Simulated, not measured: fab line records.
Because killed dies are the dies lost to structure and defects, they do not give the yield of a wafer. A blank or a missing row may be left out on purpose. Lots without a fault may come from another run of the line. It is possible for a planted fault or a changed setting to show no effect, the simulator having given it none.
Struck lot and sound lot, side by side -- flow nand harc -- 15 steps out of a route of 1159
Sound: wafers L438.2, L438.3, L438.4. Wafers struck: L452.2, L452.5, L452.6. The cause is named last.
Each step with rows lists, per side, the tool, then ch with its chambers, then its first start. Under that, the readings that differ: sound wafers -- struck wafers -- difference of the means -- sigmas: that difference in standard deviations of wafers without a fault.
alike: same words and numbers on both sides, and readings whose means sit less than 2 such deviations apart. not compared: any withheld reading, any reading some wafer has no value for, any bound like >300 that may hide the same value, and any number with overlapping values for which the record gives no deviation.
A row with sigmas, a row that says differs or no value, or rows on one side alone: a step with any of these is where the two part. When numbers do not overlap yet have no deviation, they are printed without sigmas and do not part them. Lack of a reading on every wafer of one side parts them only where that side has two or more wafers.

first, 8 steps without rows for these wafers: NHARC_A_CONTACT_COAT_34 (time 75 s); NHARC_A_CONTACT_COAT_35 (time 65 s); NHARC_A_CONTACT_COAT_36 (resist thk 90 nm); NHARC_A_CONTACT_SOFTBAKE_37 (time 55 s); NHARC_A_CONTACT_EBR_38; NHARC_A_CONTACT_EXPOSE_39 (exposes mask A CC 3); NHARC_A_CONTACT_PEB_40 (peb time 65 s); NHARC_A_CONTACT_DEVELOP_41 (develop time 35 s).
NHARC_A_CONTACT_CD_MEAS_42: target cd 200 nm.
  sound on cd sem-03 ch 0, day 17 20:23; struck on cd sem-03 ch 0, day 20 19:56
  alike: cd nm
NHARC_A_CONTACT_OVL_MEAS_43:
  struck on overlay-02, day 20 20:01; sound on overlay-01, day 17 20:28
reading,sound,struck,difference,sigmas
overlay y nm (nm),-2.0 -1.2 -1.7,0.9 0.7 0.7,+2.4,+3
  alike: overlay x nm
NHARC_A_CONTACT_INSPECT_44:
  struck on defect inspect-01, day 20 20:03; sound on defect inspect-01, day 17 20:31
  alike: raw defect count
NHARC_A_CONTACT_DESCUM_47: chemistry O2, time 3 s.
  sound on rie diel-11 ch 0,1,3, day 17 20:34; struck on rie diel-11 ch 0,1, day 20 20:07
  alike: drypump motor current A, oes product au, rf vpp V, showerhead plenum p Torr, throttle valve pct
  not compared: rf hours counter h
NHARC_A_CONTACT_ETCH_48: etches the open film in CF4, target depth 39 nm, time 65 s.
  sound on rie diel-11 ch 0,1,2, day 17 20:39; struck on rie diel-11 ch 0,1,2, day 20 20:13
  no value came back on the struck wafers for any of 9 readings (bias w (W), cf4 flow sccm (sccm) and others); on the sound wafers bias w (W) reads 100.4 100.1 99.6
NHARC_A_CONTACT_ETCH_49: etches the open film in N2/H2, target depth 260 nm, time 475.3 s.
  sound on rie diel-11 ch 0,1,3; struck on rie diel-11 ch 0,3, day 20 20:19
  alike: bias w, chamber pressure mTorr, drypump motor current A, oes product au, rf vpp V, showerhead plenum p Torr, throttle valve pct
  not compared: rf hours counter h
-- the record jumps here: 3 days lie between the struck wafers' starts before and after (it left off in module A_CONTACT and takes up again in module END, whose first step shown is number 1159 of the route) --
NHARC_END_SORT_01:
  sound on prober-01 ch 0, day 20 22:36; struck on prober-01 ch 0, day 24 06:28
reading,sound,struck,difference,sigmas
killed at array,28 25 32,674 675 671,+645,+66
killed dies,34 28 35,677 677 677,+645,+66
  alike: killed at other, killed at periphery, killed open, killed short

== WHERE THEY PART ==
Earliest at NHARC_A_CONTACT_OVL_MEAS_43; latest, in this record, at NHARC_END_SORT_01.

WHY: what the simulator had put in
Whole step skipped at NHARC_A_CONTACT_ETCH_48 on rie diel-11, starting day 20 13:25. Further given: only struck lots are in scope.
